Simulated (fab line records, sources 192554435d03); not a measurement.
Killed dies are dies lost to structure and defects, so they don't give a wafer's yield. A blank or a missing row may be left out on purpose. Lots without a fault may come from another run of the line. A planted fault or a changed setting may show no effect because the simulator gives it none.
fab line records | flow n5_finfet
record lots=5 wafers=15 last_day=17
route steps=1938 shown BEOL_M1@805
lots that met no fault: from a run of the same line without faults
start_h: hours from the record's first day to the start of the lot's first wafer shown | wait_h: hours since the lot's step before | " the same as in the row above | L1.1+2: a row that stands for several wafers | - no value, or no start given | * or withheld: withheld | < > ~ a bound
route shown NAME@n: a module of which the file shows steps, and the number in the route of the first | usual: mean/standard deviation of fault-free wafers | same: alike in all rows | chamber/n: place in a boat | sites: the reading at each site | _std_site: their standard deviation | _edge_site: outer sites' mean less inner sites' | radius_mm: how far each site lies from the wafer's centre | mask NAME#n: copy n | behind: the tool/chamber that last shaped the wafer | hold: why the lot was held/for how many hours/how that ended | device: the transistor (n, p or np) that didn't switch | end of line: the same wafers' tests at the end of the route | a step without rows: its recipe alone | killed: dies lost to structure and defects at the first sort, not the wafer's yield | map: a wafer's dies, x killed, . not, _ none there
set.NAME: the setting as run; set.NAME@STEP: as run at that earlier step | model.NAME: the simulator's own value behind a step, which no gauge read
lots at some steps of the route; a table a step, a row a wafer
services: from which hour (start_h, from the record's first day; less than 0 if before it) a tool's chamber was out of use, for how many hours, and why
## steps
# step N5_BEOL_M1_SRD_40
# recipe time_s=30 temp_c=23 rinse_liquid=diw dry=ipa_marangoni
# columns lot.wafer tool chamber start_h wait_h
L077.3+4+5 wet_bench-05 6,5,3 142.97 0.0
L083.3+4+6 wet_bench-03 7,0,6 182.65 0.0
L085.3+4+5 wet_bench-03 0,6,4 194.30 0.0
L089.3+4+6 wet_bench-05 5,1,3 216.58 0.0
L097.2+4+5 wet_bench-05 4,6,5 269.87 0.0
# step N5_BEOL_M1_PRECLEAN_42
# recipe chemistry=residue_remover time_s=60 temp_c=40
# columns lot.wafer tool chamber start_h wait_h
L077.3+4+5 wet_bench-05 6,5,3 142.99 0.0
L083.3+4+6 wet_bench-03 7,0,6 182.66 0.0
L085.3+4+5 wet_bench-03 0,6,4 194.32 0.0
L089.3+4+6 wet_bench-05 5,1,3 216.60 0.0
L097.2+4+5 wet_bench-05 4,6,5 269.89 0.0
# step N5_BEOL_M1_SRD_43
# recipe time_s=30 temp_c=23 rinse_liquid=diw dry=ipa_marangoni
# columns lot.wafer tool chamber start_h wait_h
L077.3+4+5 wet_bench-05 6,5,3 143.01 0.0
L083.3+4+6 wet_bench-03 7,0,6 182.68 0.0
L085.3+4+5 wet_bench-03 0,6,4 194.34 0.0
L089.3+4+6 wet_bench-05 5,1,3 216.62 0.0
L097.2+4+5 wet_bench-05 4,6,5 269.91 0.0
# step N5_BEOL_M1_CD_MEAS_35
# recipe target_cd_nm=18 target_cd_y_nm=21 polarity=opening
# usual cd_nm=17.9/0.4
# columns lot.wafer tool chamber start_h wait_h cd_nm
L077.3 cd_sem-02 - 143.05 0.0 17.3
L077.4 " - " " 17.8
L077.5 " - " " 17.9
L083.3 cd_sem-03 - 182.73 0.0 17.7
L083.4 " - " " 17.8
L083.6 " - " " 17.5
L085.3 cd_sem-03 - 194.38 0.0 18.0
L085.4 " - " " 17.5
L085.5 " - " " 18.4
L089.3 cd_sem-02 - 216.66 0.0 18.1
L089.4 " - " " 17.7
L089.6 " - " " 18.5
L097.2 cd_sem-02 - 269.95 0.0 17.7
L097.4 " - " " 18.7
L097.5 " - " " 17.3
# step N5_BEOL_M1_DEGAS_44
# recipe ambient=vacuum temp_c=250 time_s=60
# usual heater_power_w=326/29
# columns lot.wafer tool chamber start_h wait_h heater_power_w
L077.3 pvd_sputter-01 - 143.34 0.3 366
L077.4 " - " " 342
L077.5 " - " " 300
L083.3 pvd_sputter-03 - 183.09 0.4 338
L083.4 " - " " 294
L083.6 " - " " 308
L085.3 pvd_sputter-02 - 194.75 0.4 322
L085.4 " - " " 284
L085.5 " - " " 277
L089.3 pvd_sputter-02 - 216.95 0.3 381
L089.4 " - " " 275
L089.6 " - " " 282
L097.2 pvd_sputter-03 - 270.34 0.4 293
L097.4 " - " " 327
L097.5 " - " " 316
# step N5_BEOL_M1_PRE_CLEAN_45
# recipe gas=H2/He time_s=30 temp_c=250
# usual heater_power_w=327/30
# columns lot.wafer tool chamber start_h wait_h heater_power_w
L077.3 pvd_sputter-01 - 143.38 0.0 364
L077.4 " - " " 348
L077.5 " - " " 301
L083.3 pvd_sputter-03 - 183.13 0.0 339
L083.4 " - " " 296
L083.6 " - " " 322
L085.3 pvd_sputter-02 - 194.79 0.0 317
L085.4 " - " " 276
L085.5 " - " " 276
L089.3 pvd_sputter-02 - 216.99 0.0 394
L089.4 " - " " 277
L089.6 " - " " 276
L097.2 pvd_sputter-03 - 270.38 0.0 302
L097.4 " - " " 337
L097.5 " - " " 323
# step N5_BEOL_M1_ALD_84
# recipe material=TaN target_thk_a=* temp_c=275 ald_precursor_family=PDMAT ald_co_reactant=NH3 pressure_torr=3 carrier_flow_sccm=1500 pulse_time_s=2 purge_time_s=3 co_reactant_purge_time_s=2 co_reactant_pulse_time_s=3 ald_cycles=30 precursor_vessel_temp_c=75 precursor_vessel_pressure_torr=26.25 precursor_vessel_carrier_sccm=1000
# usual heater_power_w=410/42
# columns lot.wafer tool chamber start_h wait_h heater_power_w since_wet_clean_h
L077.3 ald_metal-04 3 143.46 0.1 410 2883
L077.4 " 2 " " 354 2883
L077.5 " 0 " " 329 -
L083.3 ald_metal-02 2 183.21 0.1 389 4462
L083.4 " 1 " " 466 4462
L083.6 " 0 " " 391 -
L085.3 ald_metal-03 0 194.86 0.1 422 1396
L085.4 " 1 " " 450 1396
L085.5 " 1 " " 451 -
L089.3 ald_metal-04 3 217.06 0.0 397 2957
L089.4 " 2 " " 342 2957
L089.6 " 0 " " 327 -
L097.2 ald_metal-03 1 270.44 0.0 457 1472
L097.4 " 2 " " 424 1472
L097.5 " 0 " " 413 -
# step N5_BEOL_M1_SURFACE_TREAT_85
# recipe gas=Ar time_s=* ion_energy_ev=* ion_current_ma_cm2=0.5 pressure_mtorr=* ar_flow_sccm=30
# usual throttle_valve_pct=*
# columns lot.wafer tool chamber start_h wait_h throttle_valve_pct
L077.3 pvd_sputter-02 - 143.68 0.1 *
L077.4 " - " " *
L077.5 " - " " *
L083.3 pvd_sputter-03 - 183.51 0.2 *
L083.4 " - " " *
L083.6 " - " " *
L085.3 pvd_sputter-01 - 195.16 0.2 *
L085.4 " - " " *
L085.5 " - " " *
L089.3 pvd_sputter-01 - 217.46 0.3 *
L089.4 " - " " *
L089.6 " - " " *
L097.2 pvd_sputter-02 - 270.66 0.1 *
L097.4 " - " " *
L097.5 " - " " *
# step N5_BEOL_M1_CVD_47
# recipe material=Co target_thk_a=30 temp_c=withheld precursor=CCTBA/H2 pressure_torr=30 time_s=223.8
# columns lot.wafer tool chamber start_h wait_h since_wet_clean_h
L077.3 cvd_co-01 0 143.74 0.0 685
L077.4 " 1 " " -
L077.5 " 2 " " -
L083.3 cvd_co-02 1 183.60 0.1 47
L083.4 " 1 " " -
L083.6 " 2 " " -
L085.3 cvd_co-01 0 195.29 0.1 737
L085.4 " 1 " " -
L085.5 " 2 " " -
L089.3 cvd_co-01 1 217.52 0.0 1196
L089.4 " 0 " " -
L089.6 " 2 " " -
L097.2 cvd_co-02 0 271.04 0.4 1031
L097.4 " 1 " " -
L097.5 " 0 " " -
# step N5_BEOL_M1_SPUTTER_48
# recipe material=Cu target_thk_a=45 temp_c=-20 chamber_pressure_pa=0.07 power_w=withheld time_s=8.29
# usual chamber_pressure_pa=0.07/0.00014 throttle_valve_pct=29.8/0.77
# columns lot.wafer tool chamber start_h wait_h chamber_pressure_pa throttle_valve_pct
L077.3 pvd_sputter-01 - 143.90 0.1 0.07005 30.3
L077.4 " - " " 0.0698 29.6
L077.5 " - " " 0.06992 29.2
L083.3 pvd_sputter-03 - 183.79 0.1 0.07009 31.1
L083.4 " - " " 0.06997 30.0
L083.6 " - " " 0.0703 30.1
L085.3 pvd_sputter-01 - 195.68 0.3 0.06974 29.7
L085.4 " - " " 0.0701 30.3
L085.5 " - " " 0.07009 30.3
L089.3 pvd_sputter-02 - 217.70 0.1 0.07035 30.0
L089.4 " - " " 0.0701 28.4
L089.6 " - " " 0.07005 28.5
L097.2 pvd_sputter-03 - 271.33 0.2 0.06982 29.0
L097.4 " - " " 0.06996 30.3
L097.5 " - " " 0.06997 30.9
# step N5_BEOL_M1_ANNEAL_49
# recipe temp_c=400 time_s=240 ambient=vacuum
# usual heater_power_w=829/75
# columns lot.wafer tool chamber start_h wait_h heater_power_w
L077.3 pvd_sputter-01 - 143.98 0.0 921
L077.4 " - " " 745
L077.5 " - " " 882
L083.3 pvd_sputter-03 - 183.87 0.0 786
L083.4 " - " " 742
L083.6 " - " " 805
L085.3 pvd_sputter-01 - 195.76 0.0 760
L085.4 " - " " 891
L085.5 " - " " 888
L089.3 pvd_sputter-02 - 217.78 0.0 869
L089.4 " - " " 966
L089.6 " - " " 982
L097.2 pvd_sputter-03 - 271.41 0.0 824
L097.4 " - " " 805
L097.5 " - " " 804
# step N5_BEOL_M1_SPUTTER_79
# recipe material=Cu target_thk_a=45 temp_c=-20 chamber_pressure_pa=0.07 power_w=withheld time_s=8.29
# usual chamber_pressure_pa=0.07/0.00014 throttle_valve_pct=29.8/0.75
# columns lot.wafer tool chamber start_h wait_h chamber_pressure_pa throttle_valve_pct
L077.3 pvd_sputter-01 - 144.12 0.1 0.07023 30.3
L077.4 " - " " 0.06991 29.5
L077.5 " - " " 0.07023 29.1
L083.3 pvd_sputter-03 - 184.01 0.1 0.06997 30.6
L083.4 " - " " 0.07006 29.8
L083.6 " - " " 0.06989 30.4
L085.3 pvd_sputter-01 - 195.90 0.1 0.07002 29.6
L085.4 " - " " 0.06988 30.2
L085.5 " - " " 0.06984 30.1
L089.3 pvd_sputter-02 - 217.92 0.1 0.06992 29.8
L089.4 " - " " 0.06998 28.1
L089.6 " - " " 0.07018 28.6
L097.2 pvd_sputter-03 - 271.55 0.1 0.06991 29.2
L097.4 " - " " 0.06981 30.1
L097.5 " - " " 0.06988 31.0
# step N5_BEOL_M1_ANNEAL_80
# recipe temp_c=400 time_s=240 ambient=vacuum
# usual heater_power_w=830/76
# columns lot.wafer tool chamber start_h wait_h heater_power_w
L077.3 pvd_sputter-01 - 144.20 0.0 930
L077.4 " - " " 757
L077.5 " - " " 863
L083.3 pvd_sputter-03 - 184.09 0.0 815
L083.4 " - " " 731
L083.6 " - " " 797
L085.3 pvd_sputter-01 - 195.98 0.0 747
L085.4 " - " " 895
L085.5 " - " " 878
L089.3 pvd_sputter-02 - 218.00 0.0 865
L089.4 " - " " 984
L089.6 " - " " 1015
L097.2 pvd_sputter-03 - 271.63 0.0 809
L097.4 " - " " 786
L097.5 " - " " 819
# step N5_BEOL_M1_SPUTTER_81
# recipe material=Cu target_thk_a=45 temp_c=-20 chamber_pressure_pa=0.07 power_w=withheld time_s=8.29
# usual chamber_pressure_pa=0.07/0.00015 throttle_valve_pct=29.8/0.75
# columns lot.wafer tool chamber start_h wait_h chamber_pressure_pa throttle_valve_pct
L077.3 pvd_sputter-01 - 144.34 0.1 0.07005 30.4
L077.4 " - " " 0.06972 29.6
L077.5 " - " " 0.07015 29.1
L083.3 pvd_sputter-03 - 184.23 0.1 0.0702 30.9
L083.4 " - " " 0.06977 30.0
L083.6 " - " " 0.06998 30.1
L085.3 pvd_sputter-01 - 196.12 0.1 0.07022 29.7
L085.4 " - " " 0.07024 30.3
L085.5 " - " " 0.06988 30.1
L089.3 pvd_sputter-02 - 218.14 0.1 0.07006 29.8
L089.4 " - " " 0.07006 28.4
L089.6 " - " " 0.07002 28.3
L097.2 pvd_sputter-03 - 271.77 0.1 0.07009 29.0
L097.4 " - " " 0.06987 30.1
L097.5 " - " " 0.07011 31.0
# step N5_BEOL_M1_ANNEAL_82
# recipe temp_c=400 time_s=240 ambient=vacuum
# usual heater_power_w=827/73
# columns lot.wafer tool chamber start_h wait_h heater_power_w
L077.3 pvd_sputter-01 - 144.42 0.0 938
L077.4 " - " " 734
L077.5 " - " " 890
L083.3 pvd_sputter-03 - 184.31 0.0 791
L083.4 " - " " 731
L083.6 " - " " 811
L085.3 pvd_sputter-01 - 196.20 0.0 753
L085.4 " - " " 918
L085.5 " - " " 877
L089.3 pvd_sputter-02 - 218.22 0.0 864
L089.4 " - " " 942
L089.6 " - " " 962
L097.2 pvd_sputter-03 - 271.85 0.0 838
L097.4 " - " " 793
L097.5 " - " " 782
# step N5_BEOL_M1_SPUTTER_86
# recipe material=Cu target_thk_a=45 temp_c=-20 chamber_pressure_pa=0.07 power_w=withheld time_s=8.29
# usual chamber_pressure_pa=0.06999/0.00013 throttle_valve_pct=29.8/0.73
# columns lot.wafer tool chamber start_h wait_h chamber_pressure_pa throttle_valve_pct
L077.3 pvd_sputter-01 - 144.56 0.1 0.07001 30.4
L077.4 " - " " 0.06997 29.5
L077.5 " - " " 0.07008 29.5
L083.3 pvd_sputter-03 - 184.45 0.1 0.06993 31.1
L083.4 " - " " 0.07019 30.0
L083.6 " - " " 0.06996 30.4
L085.3 pvd_sputter-01 - 196.34 0.1 0.07007 29.7
L085.4 " - " " 0.06989 30.2
L085.5 " - " " 0.0699 30.2
L089.3 pvd_sputter-02 - 218.36 0.1 0.06989 29.8
L089.4 " - " " 0.07014 28.3
L089.6 " - " " 0.06994 28.3
L097.2 pvd_sputter-03 - 271.99 0.1 0.06983 29.1
L097.4 " - " " 0.06999 30.2
L097.5 " - " " 0.0699 31.1
# step N5_BEOL_M1_ANNEAL_87
# recipe temp_c=400 time_s=240 ambient=vacuum
# usual heater_power_w=830/77
# columns lot.wafer tool chamber start_h wait_h heater_power_w
L077.3 pvd_sputter-01 - 144.64 0.0 919
L077.4 " - " " 753
L077.5 " - " " 885
L083.3 pvd_sputter-03 - 184.53 0.0 811
L083.4 " - " " 747
L083.6 " - " " 790
L085.3 pvd_sputter-01 - 196.42 0.0 755
L085.4 " - " " 929
L085.5 " - " " 872
L089.3 pvd_sputter-02 - 218.44 0.0 848
L089.4 " - " " 973
L089.6 " - " " 994
L097.2 pvd_sputter-03 - 272.07 0.0 835
L097.4 " - " " 783
L097.5 " - " " 795
# step N5_BEOL_M1_SPUTTER_88
# recipe material=Cu target_thk_a=45 temp_c=-20 chamber_pressure_pa=0.07 power_w=withheld time_s=8.29
# usual chamber_pressure_pa=0.07/0.00013 throttle_valve_pct=29.8/0.75
# columns lot.wafer tool chamber start_h wait_h chamber_pressure_pa throttle_valve_pct
L077.3 pvd_sputter-01 - 144.78 0.1 0.07017 30.0
L077.4 " - " " 0.0702 29.6
L077.5 " - " " 0.07006 29.3
L083.3 pvd_sputter-03 - 184.67 0.1 0.07009 30.8
L083.4 " - " " 0.06982 29.9
L083.6 " - " " 0.06985 30.2
L085.3 pvd_sputter-01 - 196.56 0.1 0.0701 29.8
L085.4 " - " " 0.06984 30.1
L085.5 " - " " 0.06987 30.0
L089.3 pvd_sputter-02 - 218.58 0.1 0.07 29.6
L089.4 " - " " 0.06999 28.4
L089.6 " - " " 0.06998 28.6
L097.2 pvd_sputter-03 - 272.21 0.1 0.06992 29.2
L097.4 " - " " 0.0702 30.5
L097.5 " - " " 0.07007 30.9
# step N5_BEOL_M1_ANNEAL_89
# recipe temp_c=400 time_s=240 ambient=vacuum
# usual heater_power_w=829/74
# columns lot.wafer tool chamber start_h wait_h heater_power_w
L077.3 pvd_sputter-01 - 144.86 0.0 915
L077.4 " - " " 766
L077.5 " - " " 883
L083.3 pvd_sputter-03 - 184.75 0.0 799
L083.4 " - " " 740
L083.6 " - " " 784
L085.3 pvd_sputter-01 - 196.64 0.0 764
L085.4 " - " " 933
L085.5 " - " " 884
L089.3 pvd_sputter-02 - 218.66 0.0 889
L089.4 " - " " 1003
L089.6 " - " " 986
L097.2 pvd_sputter-03 - 275.01 2.8 823
L097.4 " - " " 798
L097.5 " - " " 837
# step N5_BEOL_M1_SPUTTER_90
# recipe material=Cu target_thk_a=45 temp_c=-20 chamber_pressure_pa=0.07 power_w=withheld time_s=8.29
# usual chamber_pressure_pa=0.07/0.00013 throttle_valve_pct=29.8/0.78
# columns lot.wafer tool chamber start_h wait_h chamber_pressure_pa throttle_valve_pct
L077.3 pvd_sputter-01 - 145.00 0.1 0.06993 30.5
L077.4 " - " " 0.07004 29.7
L077.5 " - " " 0.06991 29.4
L083.3 pvd_sputter-03 - 184.89 0.1 0.06975 30.9
L083.4 " - " " 0.06996 30.0
L083.6 " - " " 0.07019 30.3
L085.3 pvd_sputter-01 - 196.78 0.1 0.0702 29.7
L085.4 " - " " 0.07004 30.4
L085.5 " - " " 0.06992 30.4
L089.3 pvd_sputter-02 - 218.80 0.1 0.07017 29.6
L089.4 " - " " 0.07011 28.6
L089.6 " - " " 0.07008 28.4
L097.2 pvd_sputter-03 - 275.15 0.1 0.07026 29.1
L097.4 " - " " 0.07023 30.4
L097.5 " - " " 0.06978 31.4
# step N5_BEOL_M1_ANNEAL_91
# recipe temp_c=400 time_s=240 ambient=vacuum
# usual heater_power_w=827/75
# columns lot.wafer tool chamber start_h wait_h heater_power_w
L077.3 pvd_sputter-01 - 145.08 0.0 912
L077.4 " - " " 756
L077.5 " - " " 886
L083.3 pvd_sputter-03 - 184.97 0.0 809
L083.4 " - " " 749
L083.6 " - " " 792
L085.3 pvd_sputter-01 - 196.86 0.0 757
L085.4 " - " " 894
L085.5 " - " " 883
L089.3 pvd_sputter-02 - 218.88 0.0 867
L089.4 " - " " 973
L089.6 " - " " 980
L097.2 pvd_sputter-03 - 275.23 0.0 816
L097.4 " - " " 798
L097.5 " - " " 785
# step N5_BEOL_M1_SPUTTER_92
# recipe material=Cu target_thk_a=45 temp_c=-20 chamber_pressure_pa=0.07 power_w=withheld time_s=8.29
# usual chamber_pressure_pa=0.07001/0.00015 throttle_valve_pct=29.8/0.78
# columns lot.wafer tool chamber start_h wait_h chamber_pressure_pa throttle_valve_pct
L077.3 pvd_sputter-01 - 145.22 0.1 0.07007 30.3
L077.4 " - " " 0.06964 29.6
L077.5 " - " " 0.0702 28.9
L083.3 pvd_sputter-03 - 185.11 0.1 0.06962 30.9
L083.4 " - " " 0.06997 30.2
L083.6 " - " " 0.06993 30.4
L085.3 pvd_sputter-01 - 197.00 0.1 0.0701 29.8
L085.4 " - " " 0.06997 30.2
L085.5 " - " " 0.06993 30.2
L089.3 pvd_sputter-02 - 219.02 0.1 0.07007 29.5
L089.4 " - " " 0.07016 28.4
L089.6 " - " " 0.07011 28.4
L097.2 pvd_sputter-03 - 275.37 0.1 0.07024 29.0
L097.4 " - " " 0.07 30.5
L097.5 " - " " 0.07005 31.0
# step N5_BEOL_M1_ANNEAL_93
# recipe temp_c=400 time_s=240 ambient=vacuum
# usual heater_power_w=829/74
# columns lot.wafer tool chamber start_h wait_h heater_power_w
L077.3 pvd_sputter-01 - 145.30 0.0 916
L077.4 " - " " 758
L077.5 " - " " 875
L083.3 pvd_sputter-03 - 185.19 0.0 815
L083.4 " - " " 737
L083.6 " - " " 804
L085.3 pvd_sputter-01 - 197.08 0.0 770
L085.4 " - " " 924
L085.5 " - " " 889
L089.3 pvd_sputter-02 - 219.10 0.0 882
L089.4 " - " " 969
L089.6 " - " " 963
L097.2 pvd_sputter-03 - 275.45 0.0 831
L097.4 " - " " 807
L097.5 " - " " 808
# step N5_BEOL_M1_SPUTTER_94
# recipe material=Cu target_thk_a=45 temp_c=-20 chamber_pressure_pa=0.07 power_w=withheld time_s=8.29
# usual chamber_pressure_pa=0.06998/0.00014 throttle_valve_pct=29.8/0.79
# columns lot.wafer tool chamber start_h wait_h chamber_pressure_pa throttle_valve_pct
L077.3 pvd_sputter-01 - 145.44 0.1 0.07009 30.3
L077.4 " - " " 0.07002 29.7
L077.5 " - " " 0.07015 29.5
L083.3 pvd_sputter-03 - 185.33 0.1 0.06987 31.5
L083.4 " - " " 0.06985 29.9
L083.6 " - " " 0.06985 30.1
L085.3 pvd_sputter-01 - 197.22 0.1 0.07012 29.5
L085.4 " - " " 0.06982 30.1
L085.5 " - " " 0.07021 30.3
L089.3 pvd_sputter-02 - 219.24 0.1 0.06984 29.5
L089.4 " - " " 0.06993 28.5
L089.6 " - " " 0.0698 28.3
L097.2 pvd_sputter-03 - 275.59 0.1 0.06979 29.1
L097.4 " - " " 0.06979 30.7
L097.5 " - " " 0.06986 31.1
# step N5_BEOL_M1_ANNEAL_95
# recipe temp_c=400 time_s=240 ambient=vacuum
# usual heater_power_w=828/73
# columns lot.wafer tool chamber start_h wait_h heater_power_w
L077.3 pvd_sputter-01 - 145.52 0.0 910
L077.4 " - " " 757
L077.5 " - " " 877
L083.3 pvd_sputter-03 - 185.41 0.0 791
L083.4 " - " " 754
L083.6 " - " " 796
L085.3 pvd_sputter-01 - 197.30 0.0 769
L085.4 " - " " 920
L085.5 " - " " 882
L089.3 pvd_sputter-02 - 219.32 0.0 878
L089.4 " - " " 976
L089.6 " - " " 965
L097.2 pvd_sputter-03 - 275.67 0.0 830
L097.4 " - " " 789
L097.5 " - " " 796
# step N5_BEOL_M1_SPUTTER_96
# recipe material=Cu target_thk_a=45 temp_c=-20 chamber_pressure_pa=0.07 power_w=withheld time_s=8.29
# usual chamber_pressure_pa=0.07002/0.00015 throttle_valve_pct=29.8/0.77
# columns lot.wafer tool chamber start_h wait_h chamber_pressure_pa throttle_valve_pct
L077.3 pvd_sputter-01 - 145.66 0.1 0.07002 30.5
L077.4 " - " " 0.06986 29.7
L077.5 " - " " 0.06964 29.3
L083.3 pvd_sputter-03 - 185.55 0.1 0.07012 31.0
L083.4 " - " " 0.07004 30.2
L083.6 " - " " 0.07018 30.1
L085.3 pvd_sputter-01 - 197.44 0.1 0.06997 29.8
L085.4 " - " " 0.06988 30.3
L085.5 " - " " 0.06988 30.1
L089.3 pvd_sputter-02 - 219.46 0.1 0.07022 29.7
L089.4 " - " " 0.07018 28.3
L089.6 " - " " 0.07023 28.3
L097.2 pvd_sputter-03 - 275.81 0.1 0.07036 29.1
L097.4 " - " " 0.07003 30.4
L097.5 " - " " 0.07012 31.1
# step N5_BEOL_M1_ECD_50
# recipe material=Cu target_thk_a=3000
# columns lot.wafer tool chamber start_h wait_h
L077.3+4+5 ecd_cu-01 0,1,0 145.80 0.1
L083.3+4+6 ecd_cu-02 1,0,0 185.69 0.1
L085.3+4+5 ecd_cu-01 1,0,0 197.57 0.1
L089.3+4+6 ecd_cu-02 0,1,0 219.59 0.1
L097.2+4+5 ecd_cu-02 1 275.93 0.1
# step N5_BEOL_M1_ANNEAL_51
# recipe temp_c=225 time_s=90 ambient=N2
# usual wafer_temp_C_max=226.05/0.24
# columns lot.wafer tool chamber start_h wait_h wafer_temp_C_max
L077.3 rtp_anneal-01 0 145.95 0.1 225.62
L077.4 " 0 " " 225.77
L077.5 " 0 " " 226.26
L083.3 rtp_anneal-02 0 185.84 0.1 226.34
L083.4 " 0 " " 226.25
L083.6 " 0 " " 226.00
L085.3 rtp_anneal-01 0 197.80 0.2 226.20
L085.4 " 0 " " 225.51
L085.5 " 0 " " 225.81
L089.3 rtp_anneal-01 0 219.74 0.1 225.87
L089.4 " 0 " " 225.98
L089.6 " 0 " " 225.73
L097.2 rtp_anneal-02 0 276.17 0.2 226.06
L097.4 " 0 " " 225.82
L097.5 " 0 " " 225.99
# step N5_BEOL_M1_CMP_52
# recipe stop_on=SiOC t_overpolish_s=6.8 down_force_psi=1 platen_rpm=50 clearing_platen_down_force_psi=1.5 clearing_platen_rpm=50 post_cmp_clean=cu_alkaline target_thk_nm=40 clearing_platen_pad_velocity_m_s=0.99484 pad_velocity_m_s=0.99484
# usual barrier_field_endpoint_s=24.8/0.77 clearing_platen_rpm=49.998/0.027 edge_zone_pressure_frac=1.000/0.0051 motor_current_A=6.1/0.61 overpolish_run_s=6.800/0.0086 pad_life_wafers=1126/670 time_to_endpoint_s=62/4
# columns lot.wafer tool chamber start_h wait_h barrier_field_endpoint_s clearing_platen_rpm edge_zone_pressure_frac motor_current_A overpolish_run_s pad_life_wafers time_to_endpoint_s
L077.3 cmp-04 0 146.23 0.2 23.7 50.004 0.997 6.3 6.793 1424 61
L077.4 " 1 " " 25.6 49.991 1.005 6.6 6.798 1425 70
L077.5 " 3 " " 24.3 49.990 0.995 6.3 6.792 - 64
L083.3 cmp-04 2 186.12 0.2 24.9 50.004 1.006 5.6 6.798 1730 64
L083.4 " 3 " " 24.9 49.983 1.004 6.1 6.811 1731 62
L083.6 " 1 " " 25.1 49.984 1.009 6.7 6.812 - 63
L085.4 cmp-01 2 198.05 0.2 24.7 49.984 0.999 5.5 6.801 199 60
L085.3 " 3 " " 24.6 49.966 1.003 5.8 6.795 200 65
L085.5 " 1 " " 25.2 50.009 0.993 6.2 6.787 - 62
L089.4 cmp-02 1 219.95 0.1 25.0 50.012 1.007 6.2 6.817 1140 64
L089.3 " 0 " " 24.7 50.029 0.999 6.3 6.804 1143 61
L089.6 " 1 " " 24.2 50.017 1.003 6.3 6.816 - 62
L097.4 cmp-01 3 276.42 0.1 26.4 50.029 1.001 6.0 6.792 834 65
L097.2 " 0 " " 25.2 50.063 1.002 7.6 6.799 835 60
L097.5 " 0 " " 24.8 50.023 1.001 7.1 6.803 - 56
# step N5_BEOL_M1_THK_MEAS_53
# recipe thk_meas_gauge=xrf reads=Cu_of_BEOL_M1_ECD_50
# usual M1_THK=40.4/1.8
# columns lot.wafer tool chamber start_h wait_h M1_THK[nm]
L077.3 film_metro-01 - 146.45 - 38.9
L077.4 " - " " 42.5
L077.5 " - " " 42.9
L083.3 film_metro-01 - 186.35 - 40.7
L083.4 " - " " 40.9
L083.6 " - " " 42.5
L085.3 film_metro-02 - 198.31 - 41.1
L085.4 " - " " 40.9
L085.5 " - " " 40.4
L089.3 film_metro-02 - 220.24 - 42.5
L089.4 " - " " 41.7
L089.6 " - " " 42.7
L097.2 film_metro-01 - 276.72 - 39.7
L097.4 " - " " 43.8
L097.5 " - " " 39.7
# step N5_BEOL_M1_PRE_CLEAN_60
# recipe gas=NH3/H2 time_s=15 temp_c=* rf_power_w=300
# usual heater_power_w=88/15
# columns lot.wafer tool chamber start_h wait_h heater_power_w since_wet_clean_h
L077.3 cvd_co-02 0 146.51 0.1 76 -
L077.4 " 2 " " 95 -
L077.5 " 2 " " 93 -
L083.3 cvd_co-02 0 186.38 0.0 74 946
L083.4 " 1 " " 99 -
L083.6 " 2 " " 94 -
L085.3 cvd_co-01 1 198.55 0.2 112 1177
L085.4 " 0 " " 65 -
L085.5 " 2 " " 85 -
L089.3 cvd_co-02 0 220.28 0.0 76 980
L089.4 " 2 " " 97 -
L089.6 " 0 " " 77 -
L097.2 cvd_co-01 1 276.75 0.0 111 1255
L097.4 " 0 " " 65 -
L097.5 " 1 " " 111 -
# step N5_BEOL_M1_CO_CAP_55
# recipe material=Co target_thk_a=20 temp_c=200 precursor=CCTBA/H2 pressure_torr=30 time_s=102.1
# usual heater_power_w=240/19
# columns lot.wafer tool chamber start_h wait_h heater_power_w since_wet_clean_h
L077.3 cvd_co-02 0 146.58 0.1 222 -
L077.4 " 2 " " 249 -
L077.5 " 2 " " 247 -
L083.3 cvd_co-02 0 186.42 0.0 218 946
L083.4 " 1 " " 253 -
L083.6 " 2 " " 251 -
L085.3 cvd_co-01 1 198.59 0.0 270 1177
L085.4 " 0 " " 209 -
L085.5 " 2 " " 237 -
L089.3 cvd_co-02 0 220.32 0.0 219 980
L089.4 " 2 " " 252 -
L089.6 " 0 " " 226 -
L097.2 cvd_co-01 1 276.79 0.0 273 1255
L097.4 " 0 " " 209 -
L097.5 " 1 " " 272 -
# step N5_BEOL_M1_PRE_CLEAN_56
# recipe gas=NH3 time_s=15 temp_c=withheld rf_power_w=300
# columns lot.wafer tool chamber start_h wait_h since_wet_clean_h
L077.3 pecvd-01 2 146.67 0.1 2119
L077.4 " 2 " " -
L077.5 " 1 " " -
L083.3 pecvd-04 2 186.51 0.1 136
L083.4 " 2 " " -
L083.6 " 1 " " -
L085.3 pecvd-04 2 198.68 0.1 149
L085.4 " 0 " " -
L085.5 " 2 " " -
L089.3 pecvd-04 1 220.41 0.1 1649
L089.4 " 1 " " -
L089.6 " 0 " " -
L097.2 pecvd-02 1 276.89 0.1 1887
L097.4 " 0 " " -
L097.5 " 2 " " -
## services
# columns tool chamber start_h hours kind
pvd_sputter-02 - 121.61 1.8 repair
cmp-04 - 135.90 6.4 pm
pecvd-04 - 137.74 1.3 repair
pecvd-04 2 140.57 11.5 repair
cmp-01 - 144.82 1.6 repair
cvd_co-02 1 145.86 17.7 repair
ecd_cu-01 - 148.85 4.1 pm
cmp-04 - 158.77 1.5 repair
cmp-01 - 171.34 4.0 pm
pecvd-04 - 180.14 0.9 repair
cmp-04 - 184.10 1.0 repair
cmp-04 - 190.04 7.5 pm
rtp_anneal-02 - 197.54 3.0 pm
cmp-04 - 199.68 1.3 repair
pecvd-04 1 209.48 10.2 repair
cmp-01 - 211.66 0.2 repair
cmp-04 - 217.46 3.4 pm
ald_metal-03 - 228.60 6.0 pm
cmp-04 - 229.89 4.0 pm
cvd_co-01 0 233.88 3.6 repair
pvd_sputter-01 - 252.79 1.5 repair
pecvd-04 1 256.77 2.0 repair
cvd_co-01 0 258.49 3.1 repair
cmp-01 - 260.34 2.1 repair
## key
fault none
